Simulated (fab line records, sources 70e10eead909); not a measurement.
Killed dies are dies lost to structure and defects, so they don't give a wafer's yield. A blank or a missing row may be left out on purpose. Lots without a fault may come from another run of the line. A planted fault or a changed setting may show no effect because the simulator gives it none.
Chamber matching | flow nand_harc | NHARC_P_CONTACT_CMP_24 on cmp-03: 4 sister chambers
The step polishes, t overpolish 30 s, target thk 200 nm. 14 wafers are shown with their chamber, then 7 later ones without.

WAFERS WITH THEIR CHAMBER
wafer  | chamber | time_to_endpoint_s (s) | motor_current_A (A) | overpolish_run_s (s)
L081.3 | 3       | 44.7                   | 11.8                | 30.003
L081.4 | 2       | 41.3                   | 11.5                | 29.991
L081.5 | 2       | 38.6                   | 12.2                | 30.005
L082.4 | 0       | 40.9                   | 12.8                | 29.996
L082.5 | 3       | 42.6                   | 11.7                | 30.007
L082.6 | 0       | 38.8                   | 12.8                | 29.998
L084.3 | 0       | 38.7                   | 12.1                | 29.998
L084.4 | 2       | 39.5                   | 11.6                | 29.988
L084.6 | 1       | 47.3                   | 12.3                | 29.992
L085.1 | 3       | 38.3                   | 12.2                | 29.995
L085.5 | 1       | 43.2                   | 12.5                | 29.998
L085.6 | 0       | 38.7                   | 12.8                | 30.007
L088.1 | 1       | 48.4                   | 12.2                | 30.010
L088.3 | 0       | 39.1                   | 12.0                | 30.003

SIGNATURES (means of the wafers above)
reading            | chamber 0 | chamber 1 | chamber 2 | chamber 3 | scatter within a chamber
time_to_endpoint_s | 39.240    | 46.300    | 39.800    | 41.867    | 2.09
motor_current_A    | 12.500    | 12.333    | 11.767    | 11.900    | 0.34
overpolish_run_s   | 30.00040  | 30.00000  | 29.99467  | 30.00167  | 0.00699
Rule: a wafer's distance from a chamber is the root of the sum, over the readings, of the square of ((its reading less the chamber's mean) divided by the reading's scatter). The wafer belongs to the nearest chamber; if the next one is less than 2 further off, it can't be placed. The scatter: the root of (the sum of the squares of (reading less its chamber's mean) over the shown wafers, divided by (wafers less chambers)).

WAFERS WITHOUT THEIR CHAMBER
wafer  | time_to_endpoint_s (s) | motor_current_A (A) | overpolish_run_s (s)
L088.4 | 40.4                   | 11.9                | 29.989
L092.1 | 39.9                   | 12.5                | 30.000
L092.4 | 46.1                   | 12.0                | 29.972
L092.6 | 39.8                   | 12.8                | 29.996
L094.3 | 42.5                   | 11.5                | 29.999
L094.4 | 39.7                   | 11.7                | 29.997
L094.5 | 32.0                   | 12.0                | 30.003

WHICH CHAMBER EACH WENT THROUGH
wafer  | from the rows above               | in truth
L088.4 | can't be placed: 2 or 3 or 0      | 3
L092.1 | can't be placed: 0 or 3 or 2      | 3
L092.4 | can't be placed: 1 or 2 or 3 or 0 | 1
L092.6 | can't be placed: 0 or 3 or 2      | 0
L094.3 | can't be placed: 3 or 2 or 1      | 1
L094.4 | can't be placed: 2 or 3           | 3
L094.5 | can't be placed: 0 or 2 or 3      | 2
Placed correctly: 0 of 7. Can't be placed from these rows: 7 (the true chamber is among the candidates in 7). Placed wrongly: 0.
